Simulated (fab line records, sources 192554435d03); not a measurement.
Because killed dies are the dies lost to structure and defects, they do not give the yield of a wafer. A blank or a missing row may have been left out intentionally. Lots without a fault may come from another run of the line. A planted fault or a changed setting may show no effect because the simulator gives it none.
Which tool was responsible? + flow n5Finfet + route of 1938 steps, sampled at 1 step: 10 lots, 30 wafers

## WHAT EACH GAUGE READ, for each wafer
N5_BEOL_M9_CD_MEAS_11: the cd target is 64.1 nm.
| lot  | measured     | on       | cdNm (nm)      |
|------|--------------|----------|----------------|
| L652 | day 11 17:14 | cdSem-01 | 64.1 64.0 63.7 |
| L656 | day 12 13:59 | cdSem-03 | 64.4 64.0 64.5 |
| L659 | day 13 15:18 | cdSem-01 | 63.6 63.7 63.9 |
| L662 | day 13 19:37 | cdSem-03 | 64.0 64.3 64.6 |
| L665 | day 14 19:13 | cdSem-03 | 63.3 64.0 63.7 |
| L664 | day 14 19:48 | cdSem-01 | 63.8 63.7 63.8 |
| L668 | day 15 16:20 | cdSem-03 | 63.7 63.6 62.9 |
| L666 | day 15 18:27 | cdSem-02 | 64.4 64.0 64.3 |
| L669 | day 15 21:32 | cdSem-03 | 64.6 65.2 64.9 |
| L670 | day 15 22:29 | cdSem-02 | 63.8 65.0 64.7 |

## EACH LOT AND THE TOOL THAT RAN IT (in order: tool; ch and the chambers of the sampled wafers; start)
The record holds no process step before these readings.

## THE ANSWER, worked out from the rows above alone
Rule: what is usual is taken from the lots themselves. The widest of any qualifying gaps counts: lots, ordered by their means at a reading, are off when they make up no more than a third of the lots, leave a main group of 4 or more, and stand apart from it by 3 or more times the standard deviation of that group's means. A main group is skipped when, at the precision printed for the reading in the tables above, its means are all equal. A lot without any number at a reading at which 4 lots or more have one is off too. All remaining lots with rows at the step are treated as sound.
No lot is off on any of the readings shown, so nothing can be concluded from this.

## WHAT HAD BEEN PUT IN BY THE SIMULATOR
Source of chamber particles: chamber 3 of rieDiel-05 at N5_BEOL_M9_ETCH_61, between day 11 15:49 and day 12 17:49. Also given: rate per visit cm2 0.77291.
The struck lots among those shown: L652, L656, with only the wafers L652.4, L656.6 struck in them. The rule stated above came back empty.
